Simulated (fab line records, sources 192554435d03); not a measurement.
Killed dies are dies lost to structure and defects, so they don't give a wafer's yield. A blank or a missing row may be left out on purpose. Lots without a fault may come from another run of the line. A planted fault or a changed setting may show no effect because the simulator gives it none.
Which tool did it? | flow n5_finfet | 24 lots, 72 wafers sampled, at 5 steps of a route of 1938

WHAT THE GAUGES READ, wafer by wafer
N5_MOL_CONTACT_COAG_CD_MEAS_08: target cd 28 nm. Usual: cd_nm 28.0 nm, standard deviation 0.33.
lot  | measured     | on        | cd_nm (nm)     | flag
L074 | day 4 20:04  | cd_sem-03 | 27.9 28.1 28.1 |
L075 | day 4 22:07  | cd_sem-01 | 28.2 28.1 27.6 |
L076 | day 5 02:23  | cd_sem-01 | 27.8 27.7 27.5 |
L077 | day 5 10:45  | cd_sem-01 | 27.9 28.2 27.8 |
L078 | day 5 17:42  | cd_sem-01 | 28.2 28.1 27.9 |
L079 | day 6 01:53  | cd_sem-01 | 28.5 28.2 28.3 |
L080 | day 6 10:05  | cd_sem-01 | 27.2 28.0 27.4 |
L081 | day 6 10:42  | cd_sem-03 | 28.8 28.4 28.0 |
L082 | day 6 21:23  | cd_sem-03 | 28.2 27.7 27.6 |
L083 | day 6 22:40  | cd_sem-01 | 27.5 28.2 27.9 |
L084 | day 7 05:29  | cd_sem-03 | 28.0 27.8 27.7 |
L085 | day 7 10:56  | cd_sem-02 | 27.7 27.6 28.4 |
L086 | day 7 15:31  | cd_sem-03 | 27.9 28.0 28.2 |
L087 | day 7 22:04  | cd_sem-02 | 28.2 28.1 28.1 |
L088 | day 8 02:44  | cd_sem-02 | 27.9 27.8 28.1 |
L089 | day 8 08:16  | cd_sem-01 | 28.0 27.8 27.3 |
L090 | day 8 14:16  | cd_sem-01 | 28.3 28.2 28.2 |
L091 | day 8 20:34  | cd_sem-01 | 27.9 27.9 27.6 |
L092 | day 9 02:51  | cd_sem-01 | 28.4 27.9 28.7 |
L093 | day 9 08:23  | cd_sem-03 | 27.9 27.9 27.8 |
L094 | day 9 13:54  | cd_sem-01 | 27.5 27.9 27.9 |
L095 | day 9 20:04  | cd_sem-02 | 28.0 27.7 27.4 |
L096 | day 10 04:07 | cd_sem-02 | 27.8 28.1 27.5 |
L097 | day 10 11:23 | cd_sem-03 | 28.3 28.3 27.8 |

N5_MOL_CONTACT_COAG_OVL_MEAS_09. Usual: CA_OVL 0.5 nm, standard deviation 0.63.
lot  | measured     | on         | CA_OVL (nm)   | flag
L074 | day 4 20:05  | overlay-01 | -0.2 0.4 0.4  |
L075 | day 4 22:09  | overlay-02 | -0.3 -0.5 0.5 |
L076 | day 5 02:25  | overlay-02 | 0.2 -0.4 -0.3 |
L077 | day 5 10:47  | overlay-02 | 1.2 0.1 0.4   |
L078 | day 5 17:44  | overlay-01 | 1.5 1.1 1.3   |
L079 | day 6 01:55  | overlay-02 | 0.4 1.1 0.3   |
L080 | day 6 10:08  | overlay-02 | 0.4 0.0 0.3   |
L081 | day 6 10:44  | overlay-01 | 0.7 -0.4 0.1  |
L082 | day 6 21:25  | overlay-01 | -0.1 0.1 -0.1 |
L083 | day 6 22:41  | overlay-02 | 0.2 0.2 -0.2  |
L084 | day 7 05:31  | overlay-01 | -0.1 0.7 0.0  |
L085 | day 7 10:58  | overlay-02 | 0.0 0.1 0.5   |
L086 | day 7 15:33  | overlay-02 | 0.9 1.7 1.9   |
L087 | day 7 22:07  | overlay-01 | 2.1 1.3 1.3   |
L088 | day 8 02:46  | overlay-02 | 0.7 0.1 0.1   |
L089 | day 8 08:18  | overlay-01 | 0.7 1.6 0.2   |
L090 | day 8 14:19  | overlay-01 | 0.2 0.8 0.5   |
L091 | day 8 20:36  | overlay-01 | 0.7 0.2 0.4   |
L092 | day 9 02:53  | overlay-01 | -0.1 0.6 -0.2 |
L093 | day 9 08:25  | overlay-02 | -0.4 0.4 0.5  |
L094 | day 9 13:56  | overlay-01 | 0.0 1.1 1.5   |
L095 | day 9 20:06  | overlay-02 | 1.5 0.0 0.4   |
L096 | day 10 04:08 | overlay-02 | 0.3 0.2 0.4   |
L097 | day 10 11:25 | overlay-01 | 1.0 0.7 0.5   |

N5_MOL_CONTACT_COAG_INSPECT_42: inspects for defects (brightfield). Usual: raw_defect_count 196, standard deviation 50.
lot  | measured     | on                | raw_defect_count | flag
L074 | day 5 06:24  | defect_inspect-01 | 253 173 329      |
L075 | day 5 10:10  | defect_inspect-02 | 212 268 261      |
L076 | day 5 15:10  | defect_inspect-02 | 249 272 198      |
L077 | day 5 23:22  | defect_inspect-01 | 235 208 222      |
L078 | day 6 05:28  | defect_inspect-02 | 237 215 182      |
L079 | day 6 15:02  | defect_inspect-02 | 257 187 242      |
L080 | day 6 21:53  | defect_inspect-01 | 181 281 214      |
L081 | day 6 21:40  | defect_inspect-01 | 159 146 204      |
L082 | day 7 08:53  | defect_inspect-01 | 331 248 257      |
L083 | day 7 09:38  | defect_inspect-01 | 184 124 121      |
L084 | day 7 16:25  | defect_inspect-02 | 204 137 142      |
L085 | day 8 01:26  | defect_inspect-01 | 131 143 209      |
L086 | day 8 05:03  | defect_inspect-01 | 253 219 176      |
L087 | day 8 11:41  | defect_inspect-02 | 145 139 176      |
L088 | day 8 16:41  | defect_inspect-01 | 242 187 180      |
L089 | day 8 21:01  | defect_inspect-01 | 205 216 196      |
L090 | day 9 01:04  | defect_inspect-02 | 187 177 136      |
L091 | day 9 07:36  | defect_inspect-02 | 139 215 163      |
L092 | day 9 13:14  | defect_inspect-01 | 201 216 216      |
L093 | day 9 20:58  | defect_inspect-02 | 131 159 160      |
L094 | day 9 23:44  | defect_inspect-02 | 184 169 161      |
L095 | day 10 05:56 | defect_inspect-02 | 201 210 328      |
L096 | day 10 16:33 | defect_inspect-01 | 121 154 191      |
L097 | day 11 00:22 | defect_inspect-01 | 225 220 208      |

WHICH TOOL RAN EACH LOT (tool, then ch and the chambers of the sampled wafers, then the start)
lot  | N5_MOL_CONTACT_COAG_DESCUM_88      | N5_MOL_CONTACT_COAG_ETCH_91
L074 | rie_diel-01 ch 0,2,3, day 5 05:04  | rie_diel-06 ch 0,1,2, day 5 05:25
L075 | rie_diel-04 ch 2,3, day 5 08:46    | rie_diel-04 ch 0,1,2, day 5 09:10
L076 | rie_diel-06 ch 0,1,2, day 5 13:49  | rie_diel-01 ch 2,3, day 5 14:10
L077 | rie_diel-04 ch 0,1,3, day 5 22:05  | rie_diel-04 ch 0,3, day 5 22:30
L078 | rie_diel-04 ch 0,1,2, day 6 04:16  | rie_diel-01 ch 0,1,3, day 6 04:37
L079 | rie_diel-06 ch 0,3, day 6 13:49    | rie_diel-01 ch 0,1, day 6 14:10
L080 | rie_diel-01 ch 0,1, day 6 20:41    | rie_diel-06 ch 0,1, day 6 21:02
L081 | rie_diel-01 ch 0,2,3, day 6 20:19  | rie_diel-06 ch 0,1,2, day 6 20:40
L082 | rie_diel-06 ch 0,2,3, day 7 07:31  | rie_diel-01 ch 0,1,3, day 7 07:54
L083 | rie_diel-04 ch 0,1,2, day 7 08:17  | rie_diel-06 ch 0,2,3, day 7 08:39
L084 | rie_diel-04 ch 0,1,3, day 7 15:12  | rie_diel-06 ch 2,3, day 7 15:33
L085 | rie_diel-01 ch 1,2, day 8 00:06    | rie_diel-06 ch 1,3, day 8 00:27
L086 | rie_diel-06 ch 1,2, day 8 03:43    | rie_diel-01 ch 1,2,3, day 8 04:04
L087 | rie_diel-06 ch 1,2,3, day 8 10:26  | rie_diel-01 ch 0,2,3, day 8 10:47
L088 | rie_diel-01 ch 0,2,3, day 8 15:14  | rie_diel-04 ch 1,2, day 8 15:41
L089 | rie_diel-06 ch 0,2, day 8 19:28    | rie_diel-06 ch 0,2, day 8 19:59
L090 | rie_diel-06 ch 2,3, day 8 23:43    | rie_diel-01 ch 0,1,2, day 9 00:04
L091 | rie_diel-01 ch 1,2, day 9 06:23    | rie_diel-06 ch 0,3, day 9 06:44
L092 | rie_diel-06 ch 0,2, day 9 12:01    | rie_diel-06 ch 2,3, day 9 12:22
L093 | rie_diel-01 ch 0,3, day 9 19:32    | rie_diel-06 ch 2,3, day 9 19:53
L094 | rie_diel-04 ch 0,1,2, day 9 22:28  | rie_diel-06 ch 0,2,3, day 9 22:50
L095 | rie_diel-04 ch 0,1,2, day 10 04:41 | rie_diel-01 ch 0,3, day 10 05:02
L096 | rie_diel-01 ch 0,2,3, day 10 14:46 | rie_diel-06 ch 0,2,3, day 10 15:33
L097 | rie_diel-04 ch 0,1,3, day 10 23:01 | rie_diel-01 ch 0,1,2, day 10 23:24
- N5_MOL_CONTACT_COAG_DESCUM_88: chemistry O2, time 7 s.
- N5_MOL_CONTACT_COAG_ETCH_91: etches SOC in N2/H2, target depth 60 nm, overetch 21 nm, time 101.2 s.

WHAT THE TOOLS THEMSELVES READ (means of the sampled wafers that have a number; where no wafer has one, the mark that the record gives instead)
N5_MOL_CONTACT_COAG_DESCUM_88. Usual: drypump_motor_current_A 5.7 A, standard deviation 0.32; oes_product_au 0.80 a.u., standard deviation 0.075; rf_vpp_V 243.2 V, standard deviation 1.2; showerhead_plenum_p_Torr 2.10 Torr, standard deviation 0.057; throttle_valve_pct 20.3 %, standard deviation 0.31.
lot  | tool        | drypump_motor_current_A (A) | oes_product_au (a.u.) | rf_vpp_V (V) | showerhead_plenum_p_Torr (Torr) | throttle_valve_pct (%) | flag
L074 | rie_diel-01 | 5.5                         | 0.84                  | 243.1        | 2.09                            | 20.6                   |
L075 | rie_diel-04 | 5.7                         | 0.75                  | 243.4        | 2.10                            | 20.0                   |
L076 | rie_diel-06 | 5.7                         | 0.80                  | 243.0        | 2.09                            | 20.2                   |
L077 | rie_diel-04 | 5.9                         | 0.81                  | 242.9        | 2.09                            | 20.3                   |
L078 | rie_diel-04 | 5.7                         | 0.78                  | 244.3        | 2.12                            | 20.1                   |
L079 | rie_diel-06 | 5.7                         | 0.84                  | 241.9        | 2.05                            | 19.9                   |
L080 | rie_diel-01 | 5.4                         | 0.79                  | 243.9        | 2.17                            | 20.7                   |
L081 | rie_diel-01 | 5.5                         | 0.82                  | 243.3        | 2.09                            | 20.6                   |
L082 | rie_diel-06 | 5.7                         | 0.84                  | 243.0        | 2.08                            | 20.2                   |
L083 | rie_diel-04 | 5.7                         | 0.76                  | 243.9        | 2.12                            | 20.1                   |
L084 | rie_diel-04 | 5.9                         | 0.79                  | 241.9        | 2.08                            | 20.2                   |
L085 | rie_diel-01 | 5.7                         | 0.72                  | 243.4        | 2.11                            | 20.9                   |
L086 | rie_diel-06 | 5.7                         | 0.78                  | 244.1        | 2.11                            | 20.5                   |
L087 | rie_diel-06 | 5.9                         | 0.77                  | 243.7        | 2.11                            | 20.4                   |
L088 | rie_diel-01 | 5.5                         | 0.79                  | 243.4        | 2.08                            | 20.6                   |
L089 | rie_diel-06 | 5.6                         | 0.83                  | 243.2        | 2.04                            | 20.0                   |
L090 | rie_diel-06 | 5.8                         | 0.82                  | 243.0        | 2.10                            | 20.4                   |
L091 | rie_diel-01 | 5.8                         | 0.69                  | 242.4        | 2.03                            | 20.8                   |
L092 | rie_diel-06 | 5.6                         | 0.82                  | 242.5        | 2.07                            | 20.3                   |
L093 | rie_diel-01 | 5.2                         | 0.85                  | 243.8        | 2.14                            | 20.5                   |
L094 | rie_diel-04 | 5.7                         | 0.75                  | 243.9        | 2.11                            | 20.2                   |
L095 | rie_diel-04 | 5.7                         | 0.75                  | 243.3        | 2.11                            | 20.2                   |
L096 | rie_diel-01 | 5.5                         | 0.87                  | 244.4        | 2.16                            | 20.5                   |
L097 | rie_diel-04 | 5.9                         | 0.77                  | 242.4        | 2.08                            | 20.3                   |

N5_MOL_CONTACT_COAG_ETCH_91. Usual: drypump_motor_current_A 5.70 A, standard deviation 0.28; oes_product_au 0.67 a.u., standard deviation 0.059; rf_vpp_V 524.3 V, standard deviation 2.1; showerhead_plenum_p_Torr 2.56 Torr, standard deviation 0.071; throttle_valve_pct 17.86 %, standard deviation 0.25.
lot  | tool        | drypump_motor_current_A (A) | oes_product_au (a.u.) | rf_vpp_V (V) | showerhead_plenum_p_Torr (Torr) | throttle_valve_pct (%) | flag
L074 | rie_diel-06 | 5.73                        | 0.68                  | 524.0        | 2.56                            | 17.79                  |
L075 | rie_diel-04 | 5.70                        | 0.65                  | 524.0        | 2.59                            | 17.59                  |
L076 | rie_diel-01 | 5.72                        | 0.63                  | 521.7        | 2.48                            | 18.13                  |
L077 | rie_diel-04 | 6.20                        | 0.73                  | 524.5        | 2.56                            | 17.57                  |
L078 | rie_diel-01 | 5.41                        | 0.70                  | 526.3        | 2.63                            | 18.02                  |
L079 | rie_diel-01 | 5.43                        | 0.66                  | 525.4        | 2.65                            | 18.18                  |
L080 | rie_diel-06 | 5.68                        | 0.67                  | 523.6        | 2.54                            | 17.76                  |
L081 | rie_diel-06 | 5.73                        | 0.66                  | 523.8        | 2.56                            | 17.81                  |
L082 | rie_diel-01 | 5.42                        | 0.69                  | 525.4        | 2.62                            | 18.03                  |
L083 | rie_diel-06 | 5.77                        | 0.70                  | 523.1        | 2.54                            | 17.70                  |
L084 | rie_diel-06 | 5.94                        | 0.69                  | 524.9        | 2.56                            | 17.67                  |
L085 | rie_diel-06 | 6.02                        | 0.65                  | 525.3        | 2.57                            | 17.72                  |
L086 | rie_diel-01 | 5.64                        | 0.64                  | 523.3        | 2.55                            | 18.19                  |
L087 | rie_diel-01 | 5.50                        | 0.67                  | 523.4        | 2.54                            | 18.03                  |
L088 | rie_diel-04 | 5.46                        | 0.59                  | 525.2        | 2.60                            | 17.63                  |
L089 | rie_diel-06 | 5.61                        | 0.69                  | 523.1        | 2.52                            | 17.74                  |
L090 | rie_diel-01 | 5.52                        | 0.64                  | 524.6        | 2.56                            | 18.19                  |
L091 | rie_diel-06 | 5.88                        | 0.68                  | 523.2        | 2.54                            | 17.64                  |
L092 | rie_diel-06 | 5.92                        | 0.68                  | 524.2        | 2.56                            | 17.69                  |
L093 | rie_diel-06 | 5.92                        | 0.68                  | 525.8        | 2.55                            | 17.69                  |
L094 | rie_diel-06 | 5.74                        | 0.68                  | 523.5        | 2.53                            | 17.73                  |
L095 | rie_diel-01 | 5.34                        | 0.69                  | 525.6        | 2.59                            | 17.94                  |
L096 | rie_diel-06 | 5.77                        | 0.68                  | 523.9        | 2.53                            | 17.75                  |
L097 | rie_diel-01 | 5.52                        | 0.70                  | 527.0        | 2.66                            | 18.10                  |

THE ANSWER, worked out from the rows above alone
Rule: a lot is off if the mean of its wafers that have a number lies more than 3 standard deviations from the usual mean. A lot without any number at a reading at which 4 lots or more have one is off too. The other lots that the step has rows for count as sound. The gauges are gone through in route order, then the tools' own readings, and for those a lot's mean is taken as printed above. The first step at which some lot is off is used, and at that step the reading that is off furthest; a lot without a number counts as furthest.
No lot is off at any reading shown: from this, nothing can be told.

WHAT THE SIMULATOR HAD PUT IN
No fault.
